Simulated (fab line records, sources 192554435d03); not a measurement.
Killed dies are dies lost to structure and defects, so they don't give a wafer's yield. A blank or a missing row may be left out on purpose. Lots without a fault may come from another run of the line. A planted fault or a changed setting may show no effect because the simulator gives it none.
fab line records | flow n5_finfet
record lots=4 wafers=12 last_day=16
route steps=1938 shown BEOL_M7@1299 BEOL_M8@1332 BEOL_M15@1830 PASSIVATION@1936
lots that met no fault: from a run of the same line without faults
start_h: hours from the record's first day to the start of the lot's first wafer shown | wait_h: hours since the lot's step before | " the same as in the row above | L1.1+2: a row that stands for several wafers | - no value, or no start given | * or withheld: withheld | < > ~ a bound
route shown NAME@n: a module of which the file shows steps, and the number in the route of the first | usual: mean/standard deviation of fault-free wafers | same: alike in all rows | chamber/n: place in a boat | sites: the reading at each site | _std_site: their standard deviation | _edge_site: outer sites' mean less inner sites' | radius_mm: how far each site lies from the wafer's centre | mask NAME#n: copy n | behind: the tool/chamber that last shaped the wafer | hold: why the lot was held/for how many hours/how that ended | device: the transistor (n, p or np) that didn't switch | end of line: the same wafers' tests at the end of the route | a step without rows: its recipe alone | killed: dies lost to structure and defects at the first sort, not the wafer's yield | map: a wafer's dies, x killed, . not, _ none there
set.NAME: the setting as run; set.NAME@STEP: as run at that earlier step | model.NAME: the simulator's own value behind a step, which no gauge read
lots at some steps of the route; a table a step, a row a wafer
services: from which hour (start_h, from the record's first day; less than 0 if before it) a tool's chamber was out of use, for how many hours, and why
## steps
# step N5_BEOL_M7_DESCUM_33
# recipe chemistry=O2 time_s=7 source_power_w=50 bias_power_w=20 pressure_mtorr=20 rf_frequency_hz=2.712e+07 temp_c=40 resist=CAR-EUV o2_flow_sccm=225
# step N5_BEOL_M7_ETCH_72
# recipe chemistry=N2/H2 target=underlayer target_depth_a=65 mask_material=CAR-EUV time_s=5.2 ion_energy_ev=200 pressure_mtorr=30 source_w=840 bias_w=150 n2_flow_sccm=200 h2_flow_sccm=200 ends=cleared
# step N5_BEOL_M7_ETCH_65
# recipe chemistry=CF4 target=SiARC target_depth_a=156 mask_material=CAR-EUV time_s=26 ion_energy_ev=80 pressure_mtorr=40 source_w=545 bias_w=36 Ar_flow_sccm=100 cf4_flow_sccm=100 ends=cleared
# step N5_BEOL_M7_ETCH_66
# recipe chemistry=N2/H2 target=SOC target_depth_a=800 overetch_a=160 mask_material=SiARC temp_c=40 time_s=120 ion_energy_ev=200 pressure_mtorr=30 source_w=840 bias_w=150 n2_flow_sccm=200 h2_flow_sccm=200
# step N5_BEOL_M7_STRIP_69
# recipe chemistry=N2/H2 temp_c=40 n2_flow_sccm=200 h2_flow_sccm=200 rf_frequency_hz=6e+07
# step N5_BEOL_M7_STRIP_73
# recipe chemistry=N2/H2 temp_c=40 n2_flow_sccm=200 h2_flow_sccm=200 rf_frequency_hz=6e+07
# step N5_BEOL_M7_VIA_ETCH_34
# recipe chemistry=C4F6/O2 target=SiCOH_lowk target_depth_a=1255 mask_material=SOC taper_deg=4 time_s=50.5 ion_energy_ev=250 pressure_mtorr=30 source_w=345 bias_w=185 Ar_flow_sccm=300 C4F6_flow_sccm=10 O2_flow_sccm=10
# step N5_BEOL_M7_STRIP_76
# recipe chemistry=C4F6/O2 resist=SiARC rf_frequency_hz=6e+07
# step N5_BEOL_M7_STRIP_36
# recipe chemistry=N2/H2 power_w=450 temp_c=40 pressure_mtorr=20 rf_frequency_hz=6e+07 overash_fraction=0.3 bias_power_w=7 h2_frac=0.5 n2_flow_sccm=200 h2_flow_sccm=200
# step N5_BEOL_M7_TRENCH_ETCH_37
# recipe chemistry=C4F6/O2 target_depth_a=934.78 target=SiCOH_lowk time_s=31.2 ion_energy_ev=250 pressure_mtorr=30 source_w=345 bias_w=185 Ar_flow_sccm=300 C4F6_flow_sccm=10 O2_flow_sccm=10
# usual C4F6_flow_sccm=10.00/0.03 drypump_motor_current_A=5.9/0.42 oes_ar_750_au=0.74/0.052 oes_f_703_au=0.74/0.057 oes_o_777_au=0.74/0.058 oes_product_au=0.74/0.056 rf_fwd_power_W=340.7/1.2 rf_vpp_V=666/4.5 showerhead_plenum_p_Torr=2.85/0.067 throttle_valve_pct=20.93/0.16
# columns lot.wafer tool chamber start_h wait_h C4F6_flow_sccm drypump_motor_current_A oes_ar_750_au oes_f_703_au oes_o_777_au oes_product_au rf_fwd_power_W rf_hours_counter_h rf_vpp_V showerhead_plenum_p_Torr throttle_valve_pct model.etch.depth_nm model.BEOL_M7.feature_depth_nm
L693.3 rie_diel-03 2 242.01 - 10.06 5.4 0.63 0.53 0.55 0.69 258.3 198 764 2.82 20.74 86.01 86
L693.4 " 0 " " 10.00 6.3 0.73 0.74 0.72 0.72 341.7 223 665 2.80 20.92 94.79 94.8
L693.6 " 2 " " 10.02 5.5 0.62 0.52 0.56 0.70 259.2 - 762 2.82 20.74 86.55 86.6
L695.2 rie_diel-03 0 259.31 - 10.01 6.4 0.72 0.73 0.72 0.72 340.4 228 664 2.80 20.95 94.05 94
L695.4 " 2 " " 10.01 5.5 0.62 0.52 0.55 0.68 258.6 203 763 2.82 20.74 85.56 85.6
L695.5 " 2 " " 10.01 5.5 0.63 0.52 0.55 0.68 259.3 - 762 2.82 20.74 85.19 85.2
L703.3 rie_diel-03 2 311.35 - 9.98 5.4 0.72 0.72 0.72 0.71 341.5 216 662 2.81 20.79 94.27 94.2
L703.5 " 1 " " 10.01 6.1 0.82 0.83 0.84 0.84 340.0 - 662 2.76 20.77 96.65 96.6
L703.6 " 0 " " 9.95 6.4 0.71 0.72 0.72 0.71 341.0 - 665 2.79 20.96 94.66 94.6
L704.3 rie_diel-04 1 311.53 - 10.01 6.2 0.72 0.72 0.72 0.72 340.0 183 665 2.82 21.14 91.45 91.4
L704.4 " 0 " " 9.96 5.4 0.81 0.81 0.81 0.80 339.7 98 670 2.98 20.74 92.76 92.8
L704.5 " 0 " " 10.00 5.4 0.80 0.81 0.82 0.81 340.2 - 669 2.98 20.73 93.82 93.8
# step N5_BEOL_M7_ETCH_41
# recipe chemistry=CH3F/O2 target=SiCN target_depth_a=319 taper_deg=2 time_s=57.8 ion_energy_ev=120 mask_material=TiN pressure_mtorr=30 source_w=395 bias_w=75 Ar_flow_sccm=150 CH3F_flow_sccm=30 O2_flow_sccm=20
# step N5_BEOL_M7_STRIP_80
# recipe chemistry=N2/H2 time_s=10 power_w=450 temp_c=40 pressure_mtorr=20 rf_frequency_hz=6e+07 bias_power_w=7 n2_flow_sccm=200 h2_flow_sccm=200
# step N5_BEOL_M7_OCD_MEAS_38
# usual trench_depth_nm=93.6/1.6
# columns lot.wafer tool chamber start_h wait_h trench_depth_nm
L693.3 ocd-01 - 242.17 - 86.5
L693.4 " - " " 94.7
L693.6 " - " " 86.9
L695.2 ocd-01 - 259.46 - 94.4
L695.4 " - " " 85.8
L695.5 " - " " 85.1
L703.3 ocd-01 - 311.51 - 94.3
L703.5 " - " " 96.9
L703.6 " - " " 94.4
L704.3 ocd-01 - 311.69 - 91.4
L704.4 " - " " 92.5
L704.5 " - " " 93.8
# step N5_BEOL_M7_HM_STRIP_39
# recipe chemistry=peroxide_tin_strip material=TiN target_depth_a=250 temp_c=50 time_s=158
# step N5_BEOL_M7_SRD_40
# recipe time_s=30 temp_c=23 rinse_liquid=diw dry=ipa_marangoni
# step N5_BEOL_M7_PRECLEAN_42
# recipe chemistry=residue_remover time_s=60 temp_c=40
# step N5_BEOL_M7_SRD_43
# recipe time_s=30 temp_c=23 rinse_liquid=diw dry=ipa_marangoni
# step N5_BEOL_M7_CURE_75
# recipe temp_c=370 time_s=120 ambient=DMADMS/He material=SiCOH_lowk
# step N5_BEOL_M7_DEGAS_44
# recipe ambient=vacuum temp_c=250 time_s=60
# step N5_BEOL_M7_PRE_CLEAN_45
# recipe gas=H2/He time_s=30 temp_c=250
# step N5_BEOL_M7_ALD_77
# recipe material=TaN target_thk_a=20 temp_c=275 ald_precursor_family=PDMAT ald_co_reactant=NH3 pressure_torr=3 carrier_flow_sccm=1500 pulse_time_s=2 purge_time_s=3 co_reactant_purge_time_s=2 co_reactant_pulse_time_s=3 ald_cycles=40 precursor_vessel_temp_c=75 precursor_vessel_pressure_torr=26.25 precursor_vessel_carrier_sccm=1000
# step N5_BEOL_M7_SURFACE_TREAT_79
# recipe gas=Ar time_s=* ion_energy_ev=* ion_current_ma_cm2=0.5 pressure_mtorr=* ar_flow_sccm=30
# step N5_BEOL_M7_CVD_78
# recipe material=Co target_thk_a=20 temp_c=withheld precursor=CCTBA/H2 pressure_torr=30 time_s=142.3
# step N5_BEOL_M7_SPUTTER_48
# recipe material=Cu target_thk_a=100 temp_c=-20 bias_v=60 power_w=26000 chamber_pressure_pa=0.13 time_s=1.667
# step N5_BEOL_M7_ECD_50
# recipe material=Cu target_thk_a=3000
# step N5_BEOL_M7_ANNEAL_51
# recipe temp_c=225 time_s=90 ambient=N2
# step N5_BEOL_M7_CMP_52
# recipe stop_on=SiCOH_lowk t_overpolish_s=6.9 down_force_psi=1 platen_rpm=50 clearing_platen_down_force_psi=1.5 clearing_platen_rpm=50 post_cmp_clean=cu_alkaline target_thk_nm=80 clearing_platen_pad_velocity_m_s=0.99484 pad_velocity_m_s=0.99484
# usual barrier_field_endpoint_s=28.7/0.59 edge_zone_pressure_frac=1.000/0.0047 motor_current_A=6.2/0.5 overpolish_run_s=6.899/0.0086 retaining_ring_pressure_frac=0.999/0.0047 time_to_endpoint_s=61.8/2.5
# columns lot.wafer tool chamber start_h wait_h barrier_field_endpoint_s edge_zone_pressure_frac motor_current_A overpolish_run_s retaining_ring_pressure_frac time_to_endpoint_s model.Cu_of_BEOL_M7_ECD_50.thk_nm
L693.4 cmp-03 3 246.26 0.2 28.8 0.997 6.5 6.895 1.003 61.2 80.6
L693.3 " 1 " " 28.4 1.002 6.9 6.896 1.002 62.2 71.6
L693.6 " 2 " " 29.3 1.000 5.6 6.910 1.000 63.4 72
L695.2 cmp-03 1 262.66 0.5 27.6 0.995 6.4 6.913 0.996 59.6 78.4
L695.4 " 3 " " 27.9 1.005 6.6 6.899 0.991 58.5 69.8
L695.5 " 0 " " 28.0 0.996 5.7 6.888 1.001 60.0 70.8
L703.3 cmp-03 3 313.68 0.3 28.5 1.002 6.6 6.908 0.998 58.3 78.8
L703.6 " 0 " " 28.5 0.989 5.7 6.898 1.000 59.2 80
L703.5 " 1 " " 28.8 1.014 6.6 6.908 0.998 58.6 81.2
L704.3 cmp-01 0 314.11 0.2 28.0 0.999 6.1 6.905 0.994 59.3 77.8
L704.4 " 1 " " 29.3 1.003 5.4 6.903 1.001 61.3 79.8
L704.5 " 0 " " 28.5 1.007 6.6 6.899 1.001 61.2 80.6
# step N5_BEOL_M7_THK_MEAS_53
# recipe thk_meas_gauge=xrf reads=Cu_of_BEOL_M7_ECD_50
# usual M7_THK=80.2/1.8
# columns lot.wafer tool chamber start_h wait_h M7_THK[nm]
L693.3 film_metro-01 - 246.52 - 71.2
L693.4 " - " " 80.5
L693.6 " - " " 71.8
L695.2 film_metro-02 - 262.92 - 79.6
L695.4 " - " " 70.5
L695.5 " - " " 71.8
L703.3 film_metro-02 - 313.86 - 79.2
L703.5 " - " " 82.1
L703.6 " - " " 81.0
L704.3 film_metro-01 - 314.40 - 78.4
L704.4 " - " " 80.3
L704.5 " - " " 81.3
# step N5_BEOL_M7_PRE_CLEAN_55
# recipe gas=NH3 time_s=15 temp_c=withheld rf_power_w=300
# step N5_BEOL_M7_DEP_56
# recipe material=SiCN target_thk_a=100 temp_c=withheld precursor=3MS/NH3 pressure_torr=3 rf_w=202 time_s=17.5
# step N5_BEOL_M7_RS_MEAS_57
# recipe thk_meas_gauge=four-point-probe reads=Cu_of_BEOL_M7_ECD_50+Co_of_BEOL_M7_CVD_78+TaN_of_BEOL_M7_ALD_77
# usual M7_RS=0.287/0.0073
# columns lot.wafer tool chamber start_h wait_h M7_RS[ohm/sq]
L693.3 film_metro-02 - 246.65 0.1 0.325
L693.4 " - " " 0.283
L693.6 " - " " 0.324
L695.2 film_metro-02 - 263.05 0.1 0.292
L695.4 " - " " 0.336
L695.5 " - " " 0.330
L703.3 film_metro-02 - 313.99 0.1 0.291
L703.5 " - " " 0.281
L703.6 " - " " 0.285
L704.3 film_metro-01 - 314.53 0.1 0.295
L704.4 " - " " 0.286
L704.5 " - " " 0.283
# step N5_BEOL_M8_ILD_DEP_00
# recipe material=SiCOH_lowk target_thk_a=1797.5 temp_c=300 precursor=DEMS/porogen pressure_torr=5 rf_w=500 time_s=33.4
# step N5_BEOL_M8_CURE_74
# recipe temp_c=385 time_s=240 ambient=He/Ar material=SiCOH_lowk
# step N5_BEOL_M8_PECVD_70
# recipe material=SiO2 target_thk_a=200 temp_c=400 precursor=TEOS/O2 pressure_torr=5.5 rf_w=450 teos_flow_sccm=53.8 gas=O2 flow_sccm=3000 time_s=22.7
# step N5_BEOL_M8_HM_DEP_02
# recipe material=TiN target_thk_a=200 temp_c=25 chamber_pressure_pa=0.49996
# step N5_BEOL_M8_COAT_59
# recipe resist=SOC temp_c=250 time_s=60 spin_rpm=1500 resist_thk_nm=100
# step N5_BEOL_M15_RC_MEAS_101
# usual COMB_M10=1.5e-11/3e-12 COMB_M11=1.43e-11/2.9e-12 COMB_M12=6.4e-12/1.4e-12 COMB_M13=4.8e-12/1e-12 COMB_M14=3.6e-12/7.9e-13 COMB_M15=2.4e-12/5.2e-13 COMB_M5=3.6e-11/7.5e-12 COMB_M6=2.6e-11/5.4e-12 COMB_M7=2.6e-11/4.7e-12 COMB_M8=2.8e-11/5.7e-12 COMB_M9=1.4e-11/3.1e-12 SERP_M10=3.07/0.066 SERP_M11=3.10/0.084 SERP_M12=0.630/0.012 SERP_M13=0.311/0.0053 SERP_M14=0.1589/0.0023 SERP_M5=39.0/1.6 SERP_M6=13.8/0.44 SERP_M7=13.9/0.48 SERP_M7_max_site=14.4/0.54 SERP_M8=13.9/0.43 SERP_M9=3.11/0.079 SERP_M9_max_site=3.20/0.085
# columns lot.wafer tool chamber start_h wait_h COMB_M10[S/m] COMB_M11[S/m] COMB_M12[S/m] COMB_M13[S/m] COMB_M14[S/m] COMB_M15[S/m] COMB_M5[S/m] COMB_M6[S/m] COMB_M7[S/m] COMB_M8[S/m] COMB_M9[S/m] SERP_M10[ohm/um] SERP_M11[ohm/um] SERP_M12[ohm/um] SERP_M13[ohm/um] SERP_M14[ohm/um] SERP_M5[ohm/um] SERP_M6[ohm/um] SERP_M7[ohm/um] SERP_M7_max_site[ohm/um] SERP_M8[ohm/um] SERP_M9[ohm/um] SERP_M9_max_site[ohm/um]
L693.3 prober-01 0 314.94 0.3 1.9e-11 1.36e-11 6.2e-12 4.2e-12 3.6e-12 2.6e-12 5.3e-11 2.4e-11 2.6e-11 3.5e-11 1.5e-11 3.06 3.02 0.612 0.320 0.1602 36.7 13.6 15.7 16.2 14.0 3.10 3.19
L693.4 " 0 " " 1.6e-11 1.02e-11 6.9e-12 5.9e-12 5.5e-12 3.5e-12 2.8e-11 3.1e-11 3e-11 2.3e-11 1.5e-11 3.10 3.01 0.640 0.312 0.1554 41.0 13.6 13.6 14.0 13.7 3.04 3.16
L693.6 " 0 " " 1.4e-11 1.42e-11 7.2e-12 4e-12 3.8e-12 2.4e-12 2.6e-11 2.8e-11 2.3e-11 2.4e-11 2.6e-11 3.11 3.06 0.605 0.305 0.1576 38.1 13.7 15.3 15.8 14.2 3.03 3.16
L695.2 prober-02 0 322.79 0.2 1.6e-11 1e-11 8.3e-12 3.9e-12 2.6e-12 1.7e-12 3.2e-11 2.1e-11 2.5e-11 2.4e-11 2.2e-11 3.06 3.10 0.621 0.316 0.1598 38.0 13.9 14.1 14.5 14.1 3.11 3.20
L695.4 " 0 " " 1.5e-11 1.27e-11 4.2e-12 3.7e-12 2.6e-12 1.2e-12 3.4e-11 2.1e-11 2e-11 2.7e-11 1.2e-11 3.00 3.01 0.645 0.320 0.1624 39.6 12.9 15.9 16.9 14.2 3.19 3.26
L695.5 " 0 " " 1.8e-11 9.5e-12 4.9e-12 3.2e-12 3e-12 1.8e-12 2.4e-11 3.4e-11 2.3e-11 2.1e-11 1.4e-11 2.99 3.02 0.633 0.320 0.1613 39.0 14.1 15.8 16.7 13.6 3.12 3.18
L703.3 prober-01 0 371.47 0.3 1.3e-11 1.58e-11 6.7e-12 4.3e-12 2.6e-12 3.2e-12 4.3e-11 2e-11 3.1e-11 2.7e-11 1.9e-11 3.02 3.05 0.616 0.319 0.1626 38.1 14.2 14.4 15.1 14.3 3.23 3.27
L703.5 " 0 " " 1.4e-11 1.49e-11 1e-11 5e-12 2.5e-12 2.5e-12 3.6e-11 2.7e-11 2.5e-11 3.2e-11 1.6e-11 3.04 3.01 0.611 0.313 0.1567 38.2 13.7 13.5 14.0 14.3 3.09 3.16
L703.6 " 0 " " 1.1e-11 1.94e-11 6.2e-12 5.7e-12 2.8e-12 2.6e-12 3.1e-11 2.8e-11 2.8e-11 2.8e-11 1.8e-11 3.01 3.19 0.624 0.305 0.1622 38.0 14.0 14.0 14.3 14.9 3.02 3.11
L704.3 prober-02 0 376.61 0.3 1.1e-11 9.9e-12 4e-12 5.3e-12 2.6e-12 2.1e-12 2.8e-11 2.7e-11 2.4e-11 3.8e-11 1.1e-11 3.08 3.12 0.641 0.317 0.1536 40.5 13.7 14.3 14.6 13.7 3.15 3.25
L704.4 " 0 " " 1.1e-11 1.07e-11 4.7e-12 5.7e-12 2.8e-12 2.1e-12 3.3e-11 2.3e-11 2.9e-11 2.5e-11 1.7e-11 3.04 3.26 0.647 0.320 0.1570 39.8 14.2 14.0 14.3 13.9 3.20 3.28
L704.5 " 0 " " 1.4e-11 1.23e-11 4.5e-12 3.9e-12 2.8e-12 2.8e-12 3.3e-11 3.3e-11 2.3e-11 2.8e-11 1e-11 3.11 3.30 0.658 0.308 0.1594 38.7 14.2 13.7 14.0 13.7 3.06 3.10
# sites SERP_M7 radius_mm=0,75,75,75,75,140,140,140,140
L693.3 15.4 15.7 16.1 15.7 15.3 15.5 15.7 16.2 15.6
L695.2 14.4 14.5 14.1 14.1 14.2 14.0 13.6 13.5 13.7
L703.3 13.8 14.2 14.4 14.6 14.0 14.4 14.5 15.1 13.8
L704.3 14.4 14.1 14.6 14.5 14.6 13.8 14.3 14.1 13.8
# step N5_PASSIVATION_PROBE_49
# usual defect_limited_yield=90.9/1.3 killed_at_M0_to_M3=35/10 killed_at_M4_up=15/5.7 killed_at_contacts=14/6.4 killed_at_front_end=40/11 killed_at_other=4/3.1 killed_dies=108/16 killed_open=71/11 killed_short=34/7.7 sort_bin_5_function=5.4/0.9 sort_bin_6_memory=3.4/0.61 sort_n_pass=1072/16 sort_yield_pct=90.9/1.3
# same gross_dies=1180 killed_at_back_side=0 sort_bin_4_leakage[%]=0 sort_bin_8_speed[%]=0
# columns lot.wafer tool chamber start_h wait_h defect_limited_yield[%] killed_at_M0_to_M3 killed_at_M4_up killed_at_contacts killed_at_front_end killed_at_other killed_dies killed_open killed_short sort_bin_5_function[%] sort_bin_6_memory[%] sort_n_pass sort_yield_pct[%]
L693.3 prober-01 - 327.36 0.1 88.1 61 12 22 46 0 141 84 57 7.2 4.4 1039 88.1
L693.4 prober-01 - 327.41 0.2 88.8 60 15 10 44 3 132 103 25 6.9 3.7 1048 88.8
L693.6 prober-01 - 327.51 0.3 89.4 58 17 4 45 1 125 78 46 6.7 3.6 1055 89.4
L695.2 prober-02 - 337.91 0.1 91.9 39 5 15 34 2 95 68 25 5.0 2.6 1085 91.9
L695.4 prober-02 - 338.01 0.2 88.1 66 20 22 29 3 140 90 50 7.7 3.6 1040 88.1
L695.5 prober-02 - 338.06 0.2 91.7 29 16 11 37 5 98 65 30 5.3 2.8 1082 91.7
L703.3 prober-01 - 390.01 0.1 90.8 43 13 24 25 4 109 73 35 6.2 2.9 1071 90.8
L703.5 prober-01 - 390.11 0.2 92.4 23 17 18 29 3 90 51 37 4.5 2.4 1090 92.4
L703.6 prober-01 - 390.16 0.3 91.0 26 15 25 31 9 106 72 33 5.3 3.4 1074 91.0
L704.3 prober-02 - 390.14 0.1 91.4 39 12 15 35 1 102 74 25 4.9 3.4 1078 91.4
L704.4 prober-02 - 390.19 0.2 91.3 47 14 4 34 4 103 62 38 5.4 2.9 1077 91.3
L704.5 prober-02 - 390.24 0.2 88.8 44 10 18 52 8 132 95 35 5.7 5.2 1048 88.8
# killed by level:class
L693.3 BEOL_M0_SAQP:geometric_particle:short=21 MOL_CONTACT_COAG:geometric_particle:open=17 BEOL_M0_SAQP:geometric_particle:open=14 BEOL_M2:geometric_particle:open=11 STI_FIN_REVEAL:geometric_particle:open=8 BEOL_M3:geometric_particle:open=8 FIN_SAQP:geometric_particle:open=6 FIN_SAQP:geometric_particle:short=6
L693.4 BEOL_M2:geometric_particle:open=17 BEOL_M0_SAQP:geometric_particle:open=15 STI_FIN_REVEAL:geometric_particle:open=13 BEOL_M3:geometric_particle:open=11 MOL_CONTACT_COAG:geometric_particle:open=10 BEOL_M4:geometric_particle:open=9 FIN_SAQP:geometric_particle:open=6 BEOL_M0_SAQP:geometric_particle:short=5
L693.6 BEOL_M0_SAQP:geometric_particle:open=18 BEOL_M0_SAQP:geometric_particle:short=13 BEOL_M2:geometric_particle:open=11 BEOL_M4:geometric_particle:open=10 FIN_SAQP:geometric_particle:open=8 BEOL_M3:geometric_particle:open=8 GATE_CUT:geometric_particle:short=8 STI_FIN_REVEAL:geometric_particle:open=4
L695.2 MOL_CONTACT_COAG:geometric_particle:open=14 STI_FIN_REVEAL:geometric_particle:open=12 BEOL_M0_SAQP:geometric_particle:open=9 BEOL_M0_SAQP:geometric_particle:short=7 BEOL_M3:geometric_particle:open=7 BEOL_M2:geometric_particle:open=6 FIN_SAQP:geometric_particle:open=5 FIN_SAQP:geometric_particle:short=3
L695.4 BEOL_M0_SAQP:geometric_particle:short=22 BEOL_M0_SAQP:geometric_particle:open=19 MOL_CONTACT_COAG:geometric_particle:open=17 BEOL_M3:geometric_particle:open=9 STI_FIN_REVEAL:geometric_particle:open=8 BEOL_M2:geometric_particle:open=7 BEOL_M4:geometric_particle:open=7 FIN_SAQP:geometric_particle:open=5
L695.5 STI_FIN_REVEAL:geometric_particle:open=11 MOL_CONTACT_COAG:geometric_particle:open=10 FIN_SAQP:geometric_particle:short=7 BEOL_M4:geometric_particle:open=7 BEOL_M0_SAQP:geometric_particle:short=6 BEOL_M0_SAQP:geometric_particle:open=6 BEOL_M2:geometric_particle:open=5 FIN_SAQP:geometric_particle:open=4
L703.3 MOL_CONTACT_COAG:geometric_particle:open=21 BEOL_M0_SAQP:geometric_particle:open=10 BEOL_M0_SAQP:geometric_particle:short=8 BEOL_M2:geometric_particle:open=7 BEOL_M3:geometric_particle:open=5 BEOL_M5:geometric_particle:open=5 FIN_SAQP:geometric_particle:short=4 BEOL_M1:geometric_particle:open=4
L703.5 MOL_CONTACT_COAG:geometric_particle:open=15 FIN_SAQP:geometric_particle:open=7 BEOL_M4:geometric_particle:short=7 BEOL_M2:geometric_particle:open=6 BEOL_M0_SAQP:geometric_particle:short=6 FIN_SAQP:geometric_particle:short=5 ILD0:geometric_particle:short=4 STARTING-WAFER:geometric_particle:short=4
L704.3 MOL_CONTACT_COAG:geometric_particle:open=14 BEOL_M1:geometric_particle:open=12 FIN_SAQP:geometric_particle:open=8 BEOL_M0_SAQP:geometric_particle:open=8 BEOL_M3:geometric_particle:open=6 FIN_SAQP:geometric_particle:short=5 STI_FIN_REVEAL:geometric_particle:open=5 GATE_CUT:geometric_particle:short=5
L703.6 MOL_CONTACT_COAG:geometric_particle:open=19 FIN_SAQP:geometric_particle:short=10 MOL_CONTACT_COAG:geometric_particle:short=6 BEOL_M3:geometric_particle:open=6 BEOL_M4:geometric_particle:open=6 FIN_SAQP:geometric_particle:open=5 BEOL_M0_SAQP:geometric_particle:short=5 BEOL_M0_SAQP:geometric_particle:open=5
L704.4 BEOL_M0_SAQP:geometric_particle:short=13 BEOL_M1:geometric_particle:open=11 BEOL_M0_SAQP:geometric_particle:open=8 FIN_SAQP:geometric_particle:open=6 FIN_SAQP:geometric_particle:short=6 BEOL_M4:geometric_particle:open=6 BEOL_M0:geometric_particle:open=4 DUMMY_GATE:geometric_particle:open=3
L704.5 FIN_SAQP:geometric_particle:open=20 MOL_CONTACT_COAG:geometric_particle:open=14 BEOL_M1:geometric_particle:open=13 BEOL_M3:geometric_particle:open=10 DUMMY_GATE:geometric_particle:open=7 BEOL_M0_SAQP:geometric_particle:open=6 BEOL_M0_SAQP:geometric_particle:short=6 FIN_SAQP:geometric_particle:short=5
## services
# columns tool chamber start_h hours kind
cmp-01 - 219.29 - consumable_replace:conditioner
cmp-01 - 219.29 - consumable_replace:pad
cmp-01 - 221.98 3.3 repair
rie_diel-03 1 235.73 2.8 repair
cmp-01 - 241.36 0.4 repair
cmp-01 - 248.38 7.0 repair
cmp-03 - 249.33 2.6 repair
rie_diel-03 - 252.66 2.8 pm
rie_diel-04 3 264.39 11.2 repair
cmp-03 - 264.99 0.5 repair
cmp-03 - 280.06 2.3 repair
rie_diel-04 0 290.08 9.8 repair
cmp-03 - 299.39 2.2 repair
rie_diel-03 3 308.45 5.8 repair
## key
first_sign step=N5_BEOL_M7_TRENCH_ETCH_37 reading=rf_fwd_power_W direction=down sigmas=70 usual=* struck=*
effect step=N5_BEOL_M7_TRENCH_ETCH_37 reading=rf_vpp_V direction=up sigmas=22 usual=666 struck=763
effect step=N5_BEOL_M7_OCD_MEAS_38 reading=trench_depth_nm direction=down sigmas=4.7 usual=93.6 struck=86.1
effect step=N5_BEOL_M7_THK_MEAS_53 reading=M7_THK direction=down sigmas=4.9 usual=80.2 struck=71.3
effect step=N5_BEOL_M7_RS_MEAS_57 reading=M7_RS direction=up sigmas=5.8 usual=0.287 struck=0.329
effect step=N5_BEOL_M15_RC_MEAS_101 reading=SERP_M7 direction=up sigmas=3.7 usual=13.9 struck=15.7
model_effect step=N5_BEOL_M7_TRENCH_ETCH_37 value=etch.depth_nm without=95.43 struck=85.83
model_effect step=N5_BEOL_M7_CMP_52 value=Cu_of_BEOL_M7_ECD_50.thk_nm without=80.65 struck=71.05
met_at N5_BEOL_M7_TRENCH_ETCH_37
struck_wafers L693.3,L693.6,L695.4,L695.5
fault kind=process_parameter_drift tool=rie_diel-03 chamber=2 onset_h=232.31 steps=N5_BEOL_M7_TRENCH_ETCH_37 channel=source_w offset=-82.8 shape=step end_h=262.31 acts_in=these_recipes_only stated=345
